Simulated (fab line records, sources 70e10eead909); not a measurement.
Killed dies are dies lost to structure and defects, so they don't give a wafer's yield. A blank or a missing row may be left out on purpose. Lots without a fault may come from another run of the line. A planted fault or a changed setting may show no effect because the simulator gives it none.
Chamber matching | flow nand_harc | NHARC_A_DECK1_JOINT_ETCHBACK_07 on rie_si-05: 4 sister chambers
The step etches the open film in HBr, target depth 105 nm, time 26.9 s. 16 wafers are shown with their chamber, then 8 later ones without.

WAFERS WITH THEIR CHAMBER
wafer  | chamber | drypump_motor_current_A (A) | oes_product_au (a.u.) | throttle_valve_pct (%)
L075.2 | 1       | 5.5                         | 1.026                 | 23.274
L075.4 | 0       | 6.7                         | 1.017                 | 23.264
L075.6 | 1       | 5.5                         | 1.034                 | 23.269
L083.2 | 2       | 5.6                         | 0.999                 | 23.264
L083.3 | 3       | 6.3                         | 0.992                 | 23.247
L083.6 | 2       | 5.7                         | 1.007                 | 23.265
L085.2 | 3       | 6.3                         | 0.982                 | 23.284
L085.3 | 0       | 6.7                         | 1.015                 | 23.268
L085.6 | 2       | 5.7                         | 0.997                 | 23.279
L087.1 | 0       | 6.7                         | 1.021                 | 23.265
L087.5 | 1       | 5.5                         | 1.011                 | 23.254
L087.6 | 0       | 6.7                         | 1.024                 | 23.253
L088.1 | 0       | 6.7                         | 1.010                 | 23.257
L088.3 | 2       | 5.6                         | 1.011                 | 23.268
L088.4 | 1       | 5.5                         | 1.011                 | 23.255
L091.1 | 1       | 5.5                         | 1.000                 | 23.268

SIGNATURES (means of the wafers above)
reading                 | chamber 0 | chamber 1 | chamber 2 | chamber 3 | scatter within a chamber
drypump_motor_current_A | 6.700     | 5.500     | 5.650     | 6.300     | 0.0289
oes_product_au          | 1.01740   | 1.01640   | 1.00350   | 0.98700   | 0.00925
throttle_valve_pct      | 23.26140  | 23.26400  | 23.26900  | 23.26550  | 0.0104
Rule: a wafer's distance from a chamber is the root of the sum, over the readings, of the square of ((its reading less the chamber's mean) divided by the reading's scatter). The wafer belongs to the nearest chamber; if the next one is less than 2 further off, it can't be placed. The scatter: the root of (the sum of the squares of (reading less its chamber's mean) over the shown wafers, divided by (wafers less chambers)).

WAFERS WITHOUT THEIR CHAMBER
wafer  | drypump_motor_current_A (A) | oes_product_au (a.u.) | throttle_valve_pct (%)
L091.4 | 5.7                         | 0.999                 | 23.262
L091.5 | 6.3                         | 0.994                 | 23.269
L092.1 | 6.3                         | 1.003                 | 23.257
L092.2 | 6.6                         | 1.035                 | 23.268
L092.4 | 6.6                         | 1.039                 | 23.277
L095.3 | 5.7                         | 0.996                 | 23.258
L095.4 | 5.5                         | 1.009                 | 23.267
L095.5 | 5.5                         | 1.006                 | 23.271

WHICH CHAMBER EACH WENT THROUGH
wafer  | from the rows above | in truth
L091.4 | 2                   | 2
L091.5 | 3                   | 3
L092.1 | 3                   | 3
L092.2 | 0                   | 0
L092.4 | 0                   | 0
L095.3 | 2                   | 2
L095.4 | 1                   | 1
L095.5 | 1                   | 1
Placed correctly: 8 of 8. Can't be placed from these rows: 0. Placed wrongly: 0.
